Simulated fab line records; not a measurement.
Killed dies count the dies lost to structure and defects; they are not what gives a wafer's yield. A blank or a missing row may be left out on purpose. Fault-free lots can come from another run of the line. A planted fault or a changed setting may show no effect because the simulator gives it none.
Comparing a struck lot with a sound one ; flow nand_harc ; 43 out of 1159 route steps
Sound: these wafers, L294.2, L294.4, L294.5. Struck: wafers L296.2, L296.5, L296.6. The cause is named last.
Order at every step that has rows: each side's tool, ch and its chambers, its first start. Under that, the readings that differ: sound wafers ; struck wafers ; difference of the means ; sigmas: that difference in standard deviations of wafers without a fault.
alike: readings whose means differ by less than 2 such deviations, and words and numbers that are the same on both sides. not compared: withheld readings, readings that some wafer has no value for, bounds like >300 that may hide the same value, and numbers for which the record gives no deviation and whose values overlap.
Wherever a step has rows on one side only, a row that says differs or no value, or a row with sigmas, the two part there. Numbers that don't overlap but have no deviation are shown without sigmas and don't part them. A reading that every wafer of one side lacks parts them only if that side has two wafers or more.

NHARC_P_GATE_CD_MEAS_46: the cd target is 720 nm.
  sound on cd_sem-03 ch 0, day 7 09:42; struck on cd_sem-02 ch 0, day 8 13:58
  alike: cd_nm
then, 1 step without rows for these wafers: NHARC_P_GATE_HARDBAKE_47 (time 80 s).
NHARC_P_GATE_DESCUM_48: chemistry O2, time 3 s.
  sound on rie_diel-03 ch 1,2,3, day 7 10:00; struck on rie_diel-03 ch 0,2,3, day 8 14:08
  alike: chamber_pressure_mTorr, drypump_motor_current_A, mfc_ar_sccm, oes_product_au, rf_vpp_V, showerhead_plenum_p_Torr, throttle_valve_pct
  not compared: rf_hours_counter_h
then, 9 steps without rows for these wafers: NHARC_P_GATE_IMPLANT_49; NHARC_P_GATE_STRIP_111 (strips in N2/H2, time 250 s); NHARC_P_GATE_STRIP_75 (strips in O2); NHARC_P_GATE_STRIP_50 (strips in SPM, time 900 s); NHARC_P_GATE_DEHYDRATE_51 (time 120 s); NHARC_P_GATE_HMDS_52 (time 30 s); NHARC_P_GATE_COAT_53; NHARC_P_GATE_SOFTBAKE_54 (time 95 s); NHARC_P_GATE_EBR_55.
NHARC_P_GATE_EXPOSE_56: exposes mask P PSD, target cd 720 nm.
  sound on krf_scanner-02 ch 0, day 7 11:26; struck on krf_scanner-03, day 8 15:34
  no value came back on the struck wafers for exposure_dose_mJ_cm2, focus_offset_nm (nm); on the sound wafers exposure_dose_mJ_cm2 reads 14.822 14.836 14.818
  alike: mask
then, 2 steps without rows for these wafers: NHARC_P_GATE_PEB_57 (peb time 85 s); NHARC_P_GATE_DEVELOP_58 (time 70 s).
NHARC_P_GATE_CD_MEAS_59: the cd target is 720 nm.
  sound on cd_sem-03 ch 0, day 7 11:36; struck on cd_sem-03 ch 0, day 8 15:43
reading;sound;struck;difference;sigmas
cd_nm (nm);716.8 716.7 715.9;- - -;no value on the struck wafers;
then, 1 step without rows for these wafers: NHARC_P_GATE_HARDBAKE_60 (time 80 s).
NHARC_P_GATE_DESCUM_61: chemistry O2, time 3 s.
  sound on rie_diel-10 ch 0,1,2, day 7 11:47; struck on rie_diel-03 ch 0,3, day 8 15:53
  alike: chamber_pressure_mTorr, drypump_motor_current_A, mfc_ar_sccm, oes_product_au, rf_vpp_V, showerhead_plenum_p_Torr, throttle_valve_pct
  not compared: rf_hours_counter_h
then, 12 steps without rows for these wafers: NHARC_P_GATE_IMPLANT_62; NHARC_P_GATE_STRIP_112 (strips in N2/H2, time 200 s); NHARC_P_GATE_STRIP_76 (strips in O2); NHARC_P_GATE_STRIP_63 (strips in SPM, time 900 s); NHARC_P_GATE_DEHYDRATE_83 (time 120 s); NHARC_P_GATE_HMDS_84 (time 30 s); NHARC_P_GATE_COAT_85; NHARC_P_GATE_SOFTBAKE_86 (time 95 s); NHARC_P_GATE_EBR_87; NHARC_P_GATE_EXPOSE_88 (exposes mask P HVN, target cd 2000 nm); NHARC_P_GATE_PEB_89 (peb time 85 s); NHARC_P_GATE_DEVELOP_90 (time 70 s).
NHARC_P_GATE_CD_MEAS_91: the cd target is 2000 nm.
  sound on cd_sem-03 ch 0, day 7 13:20; struck on cd_sem-02 ch 0, day 8 17:25
reading;sound;struck;difference;sigmas
cd_nm (nm);1993.7 1995.7 1996.8;1999.7 1999.6 2001.1;+4.7;+2
then, 1 step without rows for these wafers: NHARC_P_GATE_HARDBAKE_92 (time 80 s).
NHARC_P_GATE_DESCUM_93: chemistry O2, time 3 s.
  sound on rie_diel-10 ch 0,1,3, day 7 13:31; struck on rie_diel-10 ch 0,1, day 8 17:35
  alike: chamber_pressure_mTorr, drypump_motor_current_A, mfc_ar_sccm, oes_product_au, rf_vpp_V, showerhead_plenum_p_Torr, throttle_valve_pct
  not compared: rf_hours_counter_h
next, for these wafers, 1 step has no rows: NHARC_P_GATE_IMPLANT_94.
NHARC_P_GATE_STRIP_113: strips in N2/H2, time 740 s.
  sound on plasma_asher-01 ch 1, day 7 13:52; struck on plasma_asher-01 ch 0,1, day 8 17:57
  alike: drypump_motor_current_A, heater_power_w
  not compared: rf_hours_counter_h
then, 2 steps without rows for these wafers: NHARC_P_GATE_STRIP_95 (strips in O2); NHARC_P_GATE_STRIP_96 (strips in SPM, time 900 s).
NHARC_P_GATE_RTA_64: time 1 s.
  sound on rtp_anneal-02 ch 0, day 7 15:22; struck on rtp_anneal-01 ch 0, day 8 19:24
  alike: lamp_power_pct, wafer_temp_C_max
then, 4 steps without rows for these wafers: NHARC_P_GATE_ETCH_77 (etches SiO2 in dHF, target depth 6 nm); NHARC_P_GATE_DEGAS_109 (time 60 s); NHARC_P_GATE_PRE_CLEAN_110 (time 30 s); NHARC_P_GATE_SPUTTER_78 (material Ni, target thk 10 nm).
NHARC_P_GATE_INSPECT_68:
  sound on defect_inspect-02 at day 7 16:36; struck on defect_inspect-01 at day 8 20:39
reading;sound;struck;difference;sigmas
raw_defect_count;255 182 193;1404 1294 1313;+1127;+12

## WHERE THEY PART
First at NHARC_P_GATE_EXPOSE_56; last, within this record, at NHARC_P_GATE_INSPECT_68.

WHY: what the simulator had put in
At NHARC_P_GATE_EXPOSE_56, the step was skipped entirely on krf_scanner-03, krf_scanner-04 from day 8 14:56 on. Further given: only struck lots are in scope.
